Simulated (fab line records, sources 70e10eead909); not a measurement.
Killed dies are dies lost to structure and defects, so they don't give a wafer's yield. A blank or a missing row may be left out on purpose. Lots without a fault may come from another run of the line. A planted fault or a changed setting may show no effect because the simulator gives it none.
fab line records | flow nand_harc
record lots=24 wafers=72 last_day=33
route steps=1302 shown A_ZERO_WELL@404 A_SOURCE_PLATE@420 A_ONON_D1@431 A_CHANNEL_HOLE_D1@463
lots that met no fault: from a run of the same line without faults
start_h: hours from the record's first day to the start of the lot's first wafer shown | wait_h: hours since the lot's step before | " the same as in the row above | L1.1+2: a row that stands for several wafers | - no value, or no start given | * or withheld: withheld | < > ~ a bound
route shown NAME@n: a module of which the file shows steps, and the number in the route of the first | usual: mean/standard deviation of fault-free wafers | same: alike in all rows | chamber/n: place in a boat | sites: the reading at each site | _std_site: their standard deviation | _edge_site: outer sites' mean less inner sites' | radius_mm: how far each site lies from the wafer's centre | mask NAME#n: copy n | behind: the tool/chamber that last shaped the wafer | hold: why the lot was held/for how many hours/how that ended | device: the transistor (n, p or np) that didn't switch | end of line: the same wafers' tests at the end of the route | a step without rows: its recipe alone | killed: dies lost to structure and defects at the first sort, not the wafer's yield | map: a wafer's dies, x killed, . not, _ none there
set.NAME: the setting as run; set.NAME@STEP: as run at that earlier step | model.NAME: the simulator's own value behind a step, which no gauge read
steps of the route over a sample of lots; a table a step, a row a wafer
services: from which hour (start_h, from the record's first day; less than 0 if before it) a tool's chamber was out of use, for how many hours, and why
## steps
# step NHARC_A_ZERO_WELL_ETCH_19
# recipe target_depth_a=800 overetch_a=240 time_s=87.88 ion_energy_ev=200 n2_flow_sccm=150 h2_flow_sccm=150 ar_flow_sccm=0 rf_w=400 bias_w=150 chemistry=N2/H2
# usual chamber_pressure_mTorr=30.002/0.025 drypump_motor_current_A=5.92/0.21 oes_product_au=1.000/0.014 rf_vpp_V=431/3.2 showerhead_plenum_p_Torr=2.05/0.11 throttle_valve_pct=14.171/0.0092
# columns lot.wafer tool chamber start_h wait_h chamber_pressure_mTorr drypump_motor_current_A oes_product_au rf_hours_counter_h rf_vpp_V showerhead_plenum_p_Torr throttle_valve_pct
L074.1 rie_diel-07 0 148.65 0.1 29.964 6.26 1.019 1 433 2.13 14.183
L074.4 " 2 " " 29.957 5.68 0.992 1 429 1.96 14.174
L074.6 " 0 " " 30.005 6.27 1.015 - 433 2.13 14.177
L075.2 rie_diel-02 3 150.01 0.1 30.001 5.86 0.977 13 427 1.93 14.171
L075.1 " 0 " " 30.018 6.00 0.984 12 433 2.19 14.179
L075.5 " 1 " " 30.009 5.70 0.988 - 426 1.92 14.153
L076.2 rie_diel-07 1 168.19 0.1 29.994 5.96 0.981 1 428 1.97 14.152
L076.3 " 2 " " 30.045 5.69 1.002 1 428 1.96 14.163
L076.1 " 3 " " 30.037 5.82 1.005 1 435 2.20 14.181
L078.2 rie_diel-02 1 181.06 0.1 29.969 5.69 0.990 21 427 1.92 14.159
L078.6 " 1 " " 29.977 5.69 0.994 - 429 1.92 14.158
L078.5 " 0 " " 30.015 5.96 0.975 - 434 2.18 14.183
L077.2 rie_diel-02 2 181.60 0.1 30.005 5.79 0.994 19 428 1.91 14.167
L077.1 " 1 " " 29.976 5.70 0.996 21 427 1.92 14.170
L077.5 " 1 " " 29.955 5.69 0.990 - 426 1.92 14.171
L079.1 rie_diel-02 0 194.26 0.1 30.032 5.97 0.976 19 435 2.18 14.178
L079.5 " 1 " " 30.029 5.70 0.986 - 426 1.92 14.161
L079.6 " 0 " " 30.008 6.00 0.975 - 435 2.18 14.176
L081.3 rie_diel-07 3 207.33 0.1 30.041 5.81 1.011 2 434 2.20 14.172
L081.2 " 0 " " 30.001 6.28 1.011 2 433 2.13 14.163
L081.6 " 0 " " 30.001 6.32 1.018 - 432 2.13 14.173
L080.4 rie_diel-07 3 209.71 0.1 29.968 5.84 1.004 2 433 2.20 14.187
L080.3 " 2 " " 29.991 5.67 0.991 2 428 1.96 14.146
L080.6 " 3 " " 29.942 5.83 1.001 - 434 2.20 14.173
L082.1 rie_diel-07 3 223.19 0.1 30.001 5.81 1.013 2 435 2.20 14.176
L082.2 " 2 " " 29.972 5.70 0.997 2 429 1.96 14.163
L082.6 " 0 " " 30.043 6.27 1.012 - 434 2.13 14.183
L083.1 rie_diel-07 1 229.91 0.1 29.997 5.98 0.981 3 428 1.97 14.175
L083.2 " 2 " " 29.968 5.69 0.991 3 429 1.96 14.167
L083.6 " 1 " " 30.002 5.95 0.985 - 429 1.97 14.162
L084.4 rie_diel-07 2 247.72 0.1 29.990 5.72 0.996 3 429 1.96 14.176
L084.3 " 3 " " 29.992 5.83 1.022 3 435 2.19 14.173
L084.5 " 1 " " 30.015 5.95 0.998 - 429 1.97 14.182
L085.4 rie_diel-07 1 254.66 0.1 30.052 5.96 0.995 4 429 1.97 14.165
L085.2 " 3 " " 30.010 5.83 1.022 3 435 2.20 14.176
L085.6 " 1 " " 30.027 5.96 0.986 - 429 1.97 14.168
L086.3 rie_diel-07 3 254.92 0.1 29.995 5.83 1.011 3 434 2.20 14.176
L086.4 " 0 " " 29.999 6.30 1.005 4 434 2.13 14.163
L086.6 " 2 " " 29.994 5.69 0.997 - 427 1.96 14.179
L087.1 rie_diel-02 1 280.92 0.1 30.017 5.67 1.000 7 427 1.92 14.166
L087.4 " 2 " " 29.963 5.78 1.003 7 427 1.90 14.155
L087.3 " 3 " " 29.994 5.85 0.992 8 427 1.92 14.179
L088.1 rie_diel-07 1 282.14 0.1 30.020 5.96 0.994 6 429 1.97 14.165
L088.3 " 2 " " 29.986 5.68 0.999 5 429 1.96 14.161
L088.4 " 3 " " 29.978 5.83 1.004 5 435 2.19 14.185
L089.4 rie_diel-07 2 286.37 0.1 30.001 5.69 0.983 5 429 1.96 14.169
L089.1 " 3 " " 29.963 5.82 1.014 5 435 2.19 14.184
L089.3 " 0 " " 29.977 6.31 0.996 5 433 2.13 14.155
L090.1 rie_diel-02 3 301.70 0.1 29.991 5.86 0.975 9 427 1.92 14.158
L090.4 " 1 " " 30.013 5.68 1.012 9 426 1.91 14.168
L090.3 " 2 " " 30.017 5.77 0.994 8 427 1.90 14.179
L091.3 rie_diel-02 0 311.65 0.1 30.019 5.99 0.992 10 434 2.18 14.177
L091.5 " 0 " " 30.014 5.99 0.995 - 434 2.18 14.161
L091.6 " 1 " " 29.977 5.69 1.015 - 427 1.92 14.165
L092.1 rie_diel-07 2 332.63 0.1 29.970 5.70 0.998 1 430 1.96 14.163
L092.2 " 3 " " 30.038 5.80 0.992 1 433 2.19 14.178
L092.5 " 3 " " 30.004 5.80 0.995 - 434 2.19 14.180
L093.1 rie_diel-07 3 337.08 0.1 30.009 5.82 1.000 1 436 2.19 14.179
L093.4 " 2 " " 30.026 5.72 1.001 1 428 1.96 14.170
L093.6 " 3 " " 29.975 5.82 1.007 - 436 2.19 14.179
L094.1 rie_diel-07 3 340.47 0.1 29.987 5.83 1.001 1 435 2.19 14.167
L094.2 " 0 " " 30.000 6.33 1.007 1 432 2.13 14.180
L094.5 " 3 " " 30.007 5.83 0.994 - 434 2.19 14.167
L095.4 rie_diel-07 3 355.57 0.1 29.989 5.83 0.999 2 435 2.19 14.177
L095.1 " 0 " " 29.994 6.32 1.022 2 432 2.13 14.186
L095.5 " 3 " " 30.003 5.82 1.005 - 434 2.19 14.171
L096.2 rie_diel-07 3 360.15 0.1 29.987 5.82 1.013 2 435 2.19 14.191
L096.3 " 1 " " 29.982 5.95 1.002 1 429 1.96 14.167
L096.4 " 2 " " 30.054 5.72 1.006 2 429 1.96 14.163
L097.3 rie_diel-07 1 364.40 0.1 30.055 5.94 0.985 1 427 1.96 14.168
L097.1 " 2 " " 30.016 5.68 0.999 2 430 1.96 14.175
L097.6 " 1 " " 29.979 5.94 0.990 - 429 1.96 14.171
# step NHARC_A_SOURCE_PLATE_THK_MEAS_06
# recipe thk_meas_gauge=ellipsometry
# usual thk_nm=200.6/2.3
# columns lot.wafer tool chamber start_h wait_h thk_nm
L074.1 film_metro-01 - 172.34 0.4 202.2
L074.4 " - " " 200.0
L074.6 " - " " 199.4
L075.1 film_metro-02 - 172.34 0.4 200.4
L075.2 " - " " 202.4
L075.5 " - " " 201.6
L076.1 film_metro-02 - 189.80 0.4 204.9
L076.2 " - " " 205.6
L076.3 " - " " 206.9
L077.1 film_metro-01 - 201.54 0.4 198.3
L077.2 " - " " 200.1
L077.5 " - " " 197.5
L078.2 film_metro-02 - 201.54 0.4 200.0
L078.5 " - " " 200.2
L078.6 " - " " 200.3
L079.1 film_metro-02 - 216.76 0.4 201.3
L079.5 " - " " 201.9
L079.6 " - " " 202.5
L081.2 film_metro-02 - 228.45 0.4 201.0
L081.3 " - " " 202.5
L081.6 " - " " 203.4
L080.3 film_metro-01 - 228.46 0.4 200.8
L080.4 " - " " 200.3
L080.6 " - " " 200.8
L082.1 film_metro-02 - 244.18 0.4 203.1
L082.2 " - " " 200.8
L082.6 " - " " 200.9
L083.1 film_metro-02 - 254.02 0.4 196.7
L083.2 " - " " 198.9
L083.6 " - " " 198.5
L084.3 film_metro-01 - 269.14 0.4 203.9
L084.4 " - " " 201.6
L084.5 " - " " 203.2
L085.2 film_metro-01 - 275.75 0.4 201.6
L085.4 " - " " 202.2
L085.6 " - " " 203.2
L086.3 film_metro-02 - 275.75 0.4 198.3
L086.4 " - " " 198.9
L086.6 " - " " 200.9
L088.1 film_metro-01 - 302.21 0.4 199.4
L088.3 " - " " 202.7
L088.4 " - " " 199.9
L087.1 film_metro-02 - 302.21 0.4 199.4
L087.3 " - " " 202.6
L087.4 " - " " 199.7
L089.1 film_metro-02 - 308.76 0.4 197.8
L089.3 " - " " 196.5
L089.4 " - " " 200.4
L090.1 film_metro-01 - 325.95 0.4 199.8
L090.3 " - " " 201.3
L090.4 " - " " 198.5
L091.3 film_metro-01 - 332.27 0.4 199.5
L091.5 " - " " 195.7
L091.6 " - " " 197.4
L092.1 film_metro-01 - 353.70 0.4 199.2
L092.2 " - " " 199.9
L092.5 " - " " 198.2
L094.1 film_metro-02 - 359.27 0.4 199.2
L094.2 " - " " 201.2
L094.5 " - " " 196.1
L093.1 film_metro-02 - 359.28 0.4 202.7
L093.4 " - " " 200.8
L093.6 " - " " 198.6
L095.1 film_metro-01 - 378.82 0.4 206.4
L095.4 " - " " 203.6
L095.5 " - " " 204.4
L096.2 film_metro-01 - 378.82 0.4 201.9
L096.3 " - " " 202.9
L096.4 " - " " 200.8
L097.1 film_metro-01 - 385.53 0.4 202.7
L097.3 " - " " 203.2
L097.6 " - " " 202.0
# step NHARC_A_ONON_D1_THK_MEAS_11
# recipe thk_meas_gauge=ellipsometry
# usual thk_nm=1000/7.6
# columns lot.wafer tool chamber start_h wait_h thk_nm
L074.1 film_metro-02 - 174.67 - 996
L074.4 " - " " 997
L074.6 " - " " 997
L075.1 film_metro-02 - 174.71 - 1008
L075.2 " - " " 1008
L075.5 " - " " 1010
L076.1 film_metro-02 - 192.17 - 1003
L076.2 " - " " 1004
L076.3 " - " " 1001
L077.1 film_metro-01 - 203.88 - 995
L077.2 " - " " 997
L077.5 " - " " 994
L078.2 film_metro-02 - 203.88 - 1000
L078.5 " - " " 1001
L078.6 " - " " 1001
L079.1 film_metro-01 - 219.11 - 998
L079.5 " - " " 998
L079.6 " - " " 998
L081.2 film_metro-01 - 231.06 - 1000
L081.3 " - " " 998
L081.6 " - " " 999
L080.3 film_metro-01 - 231.20 - 995
L080.4 " - " " 997
L080.6 " - " " 998
L082.1 film_metro-01 - 246.56 - 1006
L082.2 " - " " 1007
L082.6 " - " " 1007
L083.1 film_metro-02 - 256.36 - 1006
L083.2 " - " " 1006
L083.6 " - " " 1006
L084.3 film_metro-01 - 271.49 - 1006
L084.4 " - " " 1005
L084.5 " - " " 1005
L086.3 film_metro-01 - 278.09 - 988
L086.4 " - " " 989
L086.6 " - " " 988
L085.2 film_metro-02 - 278.10 - 991
L085.4 " - " " 991
L085.6 " - " " 991
L087.1 film_metro-02 - 304.54 - 991
L087.3 " - " " 992
L087.4 " - " " 992
L088.1 film_metro-01 - 304.55 - 1013
L088.3 " - " " 1012
L088.4 " - " " 1011
L089.1 film_metro-01 - 311.10 - 1004
L089.3 " - " " 1004
L089.4 " - " " 1006
L090.1 film_metro-02 - 328.28 - 1008
L090.3 " - " " 1006
L090.4 " - " " 1008
L091.3 film_metro-01 - 334.62 - 1012
L091.5 " - " " 1013
L091.6 " - " " 1011
L092.1 film_metro-02 - 356.03 - 989
L092.2 " - " " 986
L092.5 " - " " 988
L093.1 film_metro-02 - 361.62 - 994
L093.4 " - " " 994
L093.6 " - " " 993
L094.1 film_metro-01 - 361.67 - 996
L094.2 " - " " 995
L094.5 " - " " 996
L096.2 film_metro-01 - 381.17 - 993
L096.3 " - " " 995
L096.4 " - " " 993
L095.1 film_metro-01 - 381.17 - 999
L095.4 " - " " 1001
L095.5 " - " " 1000
L097.1 film_metro-01 - 387.88 - 1016
L097.3 " - " " 1015
L097.6 " - " " 1016
# step NHARC_A_CHANNEL_HOLE_D1_OVL_MEAS_11
# usual overlay_x_nm=0.1/0.89 overlay_y_nm=0.3/0.94
# columns lot.wafer tool chamber start_h wait_h overlay_x_nm overlay_y_nm
L075.1 overlay-01 - 189.65 - 1.5 1.1
L075.2 " - " " 1.3 1.3
L075.5 " - " " 1.3 1.1
L074.1 overlay-01 - 190.30 - 0.6 -0.8
L074.4 " - " " 0.1 -0.8
L074.6 " - " " 0.6 -1.2
L076.1 overlay-01 - 209.52 - 1.4 0.5
L076.2 " - " " 1.1 1.0
L076.3 " - " " 1.2 0.8
L078.2 overlay-02 - 217.73 - 0.0 1.1
L078.5 " - " " 0.4 0.6
L078.6 " - " " 0.4 0.6
L077.1 overlay-01 - 217.89 - -0.2 0.8
L077.2 " - " " -0.9 0.3
L077.5 " - " " -0.1 0.4
L079.1 overlay-01 - 235.87 - 2.3 0.4
L079.5 " - " " 2.6 0.0
L079.6 " - " " 2.2 -0.4
L081.2 overlay-02 - 245.87 - -0.4 0.0
L081.3 " - " " -0.6 -0.5
L081.6 " - " " -1.0 -0.2
L080.3 overlay-01 - 246.02 - -0.8 0.5
L080.4 " - " " -0.8 0.4
L080.6 " - " " -0.7 0.8
L082.1 overlay-02 - 260.53 - -0.3 1.2
L082.2 " - " " -0.7 1.1
L082.6 " - " " -0.2 1.0
L083.1 overlay-01 - 273.87 - 1.0 0.1
L083.2 " - " " 0.5 0.4
L083.6 " - " " 0.7 0.3
L084.3 overlay-02 - 288.21 - -0.6 0.8
L084.4 " - " " -0.4 0.4
L084.5 " - " " -0.3 0.6
L085.2 overlay-01 - 293.85 - -0.7 1.0
L085.4 " - " " -0.5 1.2
L085.6 " - " " 0.1 1.2
L086.3 overlay-02 - 294.00 - -0.5 0.5
L086.4 " - " " -0.4 0.2
L086.6 " - " " -0.3 0.2
L087.1 overlay-01 - 320.57 - 1.7 -1.5
L087.3 " - " " 1.1 -1.7
L087.4 " - " " 1.6 -1.6
L088.1 overlay-01 - 322.29 - -0.7 2.1
L088.3 " - " " -0.6 2.4
L088.4 " - " " -0.7 2.3
L089.1 overlay-02 - 329.33 - -0.8 -0.7
L089.3 " - " " 0.0 -0.1
L089.4 " - " " -0.7 -1.1
L090.1 overlay-01 - 344.68 - 0.7 1.8
L090.3 " - " " 0.5 2.0
L090.4 " - " " 0.0 1.9
L091.3 overlay-02 - 348.44 - 0.2 1.2
L091.5 " - " " 0.3 0.1
L091.6 " - " " 0.0 0.5
L093.1 overlay-01 - 375.31 - 0.4 0.2
L093.4 " - " " 1.4 0.2
L093.6 " - " " 0.6 0.2
L092.1 overlay-01 - 376.54 - 0.4 -0.5
L092.2 " - " " 0.7 -0.8
L092.5 " - " " 0.5 -0.5
L094.1 overlay-01 - 377.67 - -1.9 -0.3
L094.2 " - " " -1.3 -0.7
L094.5 " - " " -1.9 -0.3
L095.1 overlay-02 - 397.38 - -0.3 -0.7
L095.4 " - " " -0.6 -1.7
L095.5 " - " " -0.5 -0.8
L096.2 overlay-02 - 397.79 - -0.8 0.4
L096.3 " - " " -0.5 0.7
L096.4 " - " " -0.4 0.4
L097.1 overlay-02 - 402.06 - -0.3 -0.9
L097.3 " - " " 0.2 -0.7
L097.6 " - " " 0.1 -1.0
# step NHARC_A_CHANNEL_HOLE_D1_CD_MEAS_18
# usual cd_nm=98.5/2.6
# columns lot.wafer tool chamber start_h wait_h cd_nm
L075.1 cd_sem-01 - 190.87 - 101.0
L075.2 " - " " 99.2
L075.5 " - " " 97.4
L074.1 cd_sem-03 - 191.51 - 97.3
L074.4 " - " " 94.5
L074.6 " - " " 93.1
L076.1 cd_sem-01 - 210.72 - 99.3
L076.2 " - " " 99.3
L076.3 " - " " 102.5
L078.2 cd_sem-02 - 218.93 - 98.7
L078.5 " - " " 96.3
L078.6 " - " " 99.0
L077.1 cd_sem-01 - 219.10 - 93.9
L077.2 " - " " 100.6
L077.5 " - " " 95.9
L079.1 cd_sem-02 - 237.08 - 101.5
L079.5 " - " " 98.6
L079.6 " - " " 100.0
L081.2 cd_sem-03 - 247.08 - 101.0
L081.3 " - " " 98.9
L081.6 " - " " 101.6
L080.3 cd_sem-01 - 247.24 - 99.3
L080.4 " - " " 93.9
L080.6 " - " " 96.4
L082.1 cd_sem-03 - 261.73 - 102.6
L082.2 " - " " 100.0
L082.6 " - " " 102.0
L083.1 cd_sem-01 - 275.07 - 100.8
L083.2 " - " " 96.6
L083.6 " - " " 99.5
L084.3 cd_sem-02 - 289.62 - 101.5
L084.4 " - " " 100.4
L084.5 " - " " 100.4
L085.2 cd_sem-01 - 295.05 - 97.6
L085.4 " - " " 97.9
L085.6 " - " " 100.5
L086.3 cd_sem-02 - 295.20 - 102.7
L086.4 " - " " 100.1
L086.6 " - " " 105.7
L087.1 cd_sem-01 - 321.77 - 99.4
L087.3 " - " " 94.7
L087.4 " - " " 98.5
L088.1 cd_sem-03 - 323.50 - 95.2
L088.3 " - " " 94.9
L088.4 " - " " 95.6
L089.1 cd_sem-02 - 330.53 - 93.8
L089.3 " - " " 96.3
L089.4 " - " " 96.7
L090.1 cd_sem-02 - 345.88 - 103.6
L090.3 " - " " 97.7
L090.4 " - " " 96.8
L091.3 cd_sem-02 - 349.64 - 98.1
L091.5 " - " " 98.8
L091.6 " - " " 95.4
L093.1 cd_sem-03 - 376.51 - 96.8
L093.4 " - " " 101.7
L093.6 " - " " 102.1
L092.1 cd_sem-02 - 377.74 - 95.3
L092.2 " - " " 94.9
L092.5 " - " " 96.8
L094.1 cd_sem-01 - 378.88 - 100.4
L094.2 " - " " 97.3
L094.5 " - " " 100.6
L095.1 cd_sem-02 - 398.61 - 100.5
L095.4 " - " " 97.6
L095.5 " - " " 99.8
L096.2 cd_sem-01 - 399.31 - 98.2
L096.3 " - " " 99.6
L096.4 " - " " 98.9
L097.1 cd_sem-03 - 403.27 - 98.2
L097.3 " - " " 98.8
L097.6 " - " " 99.8
# step NHARC_A_CHANNEL_HOLE_D1_STRIP_27
# recipe o2_flow_sccm=500 ar_flow_sccm=0 bias_w=0 chemistry=O2
# usual chamber_pressure_mTorr=59.99/0.059 drypump_motor_current_A=5.9/0.43 o2_flow_sccm=500.0/1.5 oes_product_au=1.000/0.015 rf_vpp_V=58.0/0.8 showerhead_plenum_p_Torr=3.57/0.12 throttle_valve_pct=17.036/0.0086
# columns lot.wafer tool chamber start_h wait_h chamber_pressure_mTorr drypump_motor_current_A o2_flow_sccm oes_product_au rf_hours_counter_h rf_vpp_V showerhead_plenum_p_Torr throttle_valve_pct
L075.2 rie_diel-03 1 - - 59.97 5.9 502.0 0.992 6 56.7 3.45 17.035
L075.1 " 0 " " 59.96 5.7 501.9 1.020 6 57.5 3.64 17.018
L075.5 " 1 " " 60.02 5.9 501.7 1.009 - 57.8 3.45 17.027
L074.1 rie_diel-03 1 - - 60.10 6.0 498.9 1.001 6 57.8 3.45 17.036
L074.4 " 2 " " 59.97 6.6 500.5 1.004 6 57.9 3.54 17.048
L074.6 " 3 " " 60.03 5.4 501.2 1.012 - 58.2 3.65 17.040
L076.2 rie_diel-03 0 - - 60.03 5.7 499.8 1.016 7 57.6 3.64 17.044
L076.1 " 1 " " 60.01 6.0 498.2 0.996 7 58.1 3.45 17.032
L076.3 " 3 " " 60.06 5.5 501.5 1.006 7 57.9 3.65 17.032
L078.2 rie_diel-03 3 - - 59.99 5.5 499.5 1.007 8 58.0 3.65 17.042
L078.5 " 2 " " 59.91 6.6 501.4 1.014 - 58.3 3.54 17.043
L078.6 " 3 " " 60.00 5.5 500.5 0.998 - 57.9 3.65 17.027
L077.2 rie_diel-04 2 - - 60.00 5.9 502.8 1.004 13 57.3 3.30 17.037
L077.1 " 3 " " 60.00 6.3 498.9 1.004 12 58.3 3.32 17.026
L077.5 " 1 " " 60.03 5.7 499.3 0.991 - 57.5 3.35 17.036
L079.1 rie_diel-03 0 - - 59.97 5.7 497.7 1.016 9 57.6 3.64 17.039
L079.6 " 2 " " 59.99 6.6 499.3 1.000 - 57.8 3.54 17.054
L079.5 " 3 " " 59.97 5.5 501.0 1.012 - 57.7 3.65 17.043
L081.2 rie_diel-03 2 - - 60.15 6.6 500.4 1.000 10 56.9 3.54 17.043
L081.3 " 3 " " 59.93 5.4 501.3 1.009 10 58.2 3.65 17.025
L081.6 " 3 " " 59.98 5.4 503.3 1.008 - 59.2 3.65 17.027
L080.3 rie_diel-04 1 - - 60.10 5.7 502.3 0.987 20 57.6 3.35 17.039
L080.4 " 2 " " 59.83 5.9 498.5 0.990 22 57.2 3.30 17.043
L080.6 " 1 " " 60.05 5.7 500.3 0.987 - 58.1 3.35 17.027
L082.1 rie_diel-03 3 - - 60.06 5.5 498.7 1.008 12 58.8 3.65 17.046
L082.2 " 1 " " 59.99 6.0 500.0 1.001 11 57.3 3.45 17.049
L082.6 " 0 " " 60.05 5.7 499.8 1.015 - 57.3 3.64 17.035
L083.1 rie_diel-06 3 - - 59.87 6.0 499.2 0.997 51 57.4 3.64 17.046
L083.2 " 2 " " 59.92 5.3 500.9 0.991 48 57.5 3.29 17.037
L083.6 " 3 " " 60.01 6.1 499.5 0.982 - 57.6 3.63 17.030
L084.4 rie_diel-03 0 - - 59.98 5.7 499.1 1.035 1 58.9 3.63 17.031
L084.3 " 3 " " 60.06 5.5 501.5 0.987 1 57.8 3.65 17.043
L084.5 " 1 " " 60.01 5.9 501.7 1.020 - 58.9 3.45 17.035
L085.2 rie_diel-03 2 - - 59.88 6.6 500.2 1.005 1 57.2 3.54 17.051
L085.4 " 3 " " 59.95 5.5 501.7 0.978 1 57.1 3.64 17.041
L085.6 " 3 " " 59.98 5.5 500.2 0.985 - 60.3 3.65 17.030
L086.3 rie_diel-03 1 - - 59.94 5.9 499.5 1.017 2 58.2 3.45 17.044
L086.4 " 3 " " 59.96 5.5 499.4 0.994 2 60.0 3.65 17.015
L086.6 " 0 " " 60.05 5.7 497.9 1.028 - 58.6 3.63 17.032
L087.4 rie_diel-04 0 - - 60.05 5.7 497.6 1.003 44 59.1 3.46 17.024
L087.1 " 1 " " 59.96 5.7 500.4 0.982 46 57.8 3.34 17.030
L087.3 " 2 " " 59.93 5.9 499.1 0.992 44 56.8 3.29 17.040
L088.3 rie_diel-03 0 - - 59.97 5.7 501.0 1.015 4 57.3 3.63 17.043
L088.1 " 1 " " 60.06 5.9 499.3 1.010 4 57.1 3.44 17.020
L088.4 " 3 " " 60.03 5.4 502.1 0.992 3 57.4 3.64 17.032
L089.1 rie_diel-06 0 - - 60.00 5.8 499.5 0.991 5 58.0 3.65 17.029
L089.4 " 2 " " 59.97 5.3 499.3 0.992 5 58.4 3.81 17.040
L089.3 " 3 " " 59.97 6.1 499.9 0.984 5 57.4 3.63 17.029
L090.4 rie_diel-03 3 - - 60.05 5.5 500.9 0.988 5 58.9 3.64 17.034
L090.1 " 0 " " 59.98 5.7 498.7 1.015 6 59.1 3.63 17.034
L090.3 " 1 " " 59.95 5.9 500.4 1.028 6 58.7 3.44 17.030
L091.3 rie_diel-06 1 - - 59.89 6.8 501.8 0.982 11 58.4 3.77 17.045
L091.5 " 2 " " 59.86 5.2 500.4 0.982 - 58.2 3.80 17.032
L091.6 " 3 " " 59.97 6.0 504.4 1.001 - 57.2 3.62 17.042
L093.1 rie_diel-03 3 - - 60.05 5.5 500.7 0.978 8 59.2 3.64 17.034
L093.4 " 0 " " 60.09 5.7 500.1 1.020 8 57.7 3.63 17.025
L093.6 " 3 " " 59.97 5.5 500.6 0.975 - 57.0 3.64 17.064
L092.2 rie_diel-06 0 - - 60.03 5.8 502.2 0.977 19 57.5 3.64 17.030
L092.1 " 3 " " 59.92 6.0 500.0 1.003 21 59.2 3.62 17.045
L092.5 " 1 " " 59.97 6.8 498.9 0.970 - 59.0 3.77 17.034
L094.2 rie_diel-03 0 - - 60.14 5.7 498.4 1.003 9 58.3 3.63 17.028
L094.1 " 2 " " 59.94 6.6 501.8 0.997 9 57.3 3.54 17.027
L094.5 " 1 " " 60.08 5.9 498.3 0.989 - 56.7 3.44 17.039
L095.4 rie_diel-06 0 - - 59.96 5.8 502.2 0.985 24 58.4 3.64 17.041
L095.1 " 1 " " 60.01 6.8 499.6 0.978 24 59.7 3.76 17.017
L095.5 " 0 " " 60.07 5.8 501.4 0.980 - 59.0 3.64 17.053
L096.3 rie_diel-03 3 - - 59.98 5.4 501.2 0.975 10 57.4 3.64 17.052
L096.4 " 1 " " 59.99 6.0 497.1 1.005 12 57.7 3.44 17.039
L096.2 " 2 " " 60.02 6.7 497.5 0.987 11 57.7 3.53 17.053
L097.1 rie_diel-03 3 - - 60.00 5.4 501.6 0.984 11 59.2 3.64 17.040
L097.3 " 0 " " 59.99 5.7 499.8 1.011 12 58.0 3.63 17.027
L097.6 " 2 " " 59.95 6.6 496.3 0.990 - 57.1 3.53 17.033
## services
# columns tool chamber start_h hours kind
rie_diel-06 - 130.32 9.0 pm
rie_diel-02 2 147.35 5.7 repair
rie_diel-02 1 160.37 4.2 repair
rie_diel-04 3 167.28 10.8 repair
rie_diel-02 3 174.88 22.7 repair
rie_diel-04 - 179.61 9.0 pm
rie_diel-06 0 187.06 7.9 repair
rie_diel-04 - 196.15 0.7 repair
rie_diel-02 1 207.72 5.3 repair
rie_diel-02 - 217.25 9.0 pm
rie_diel-06 3 225.73 1.5 repair
rie_diel-03 - 281.42 9.0 pm
rie_diel-06 1 286.10 6.6 repair
rie_diel-07 - 294.20 9.0 pm
rie_diel-04 - 303.11 0.3 repair
rie_diel-06 - 307.32 9.0 pm
rie_diel-04 - 325.32 0.8 repair
rie_diel-04 - 333.96 0.5 repair
rie_diel-04 2 335.83 8.5 repair
rie_diel-02 0 341.70 4.9 repair
rie_diel-03 3 372.16 2.7 repair
rie_diel-02 1 385.50 20.2 repair
rie_diel-07 0 392.21 20.2 repair
rie_diel-02 - 394.27 9.0 pm
## key
fault none
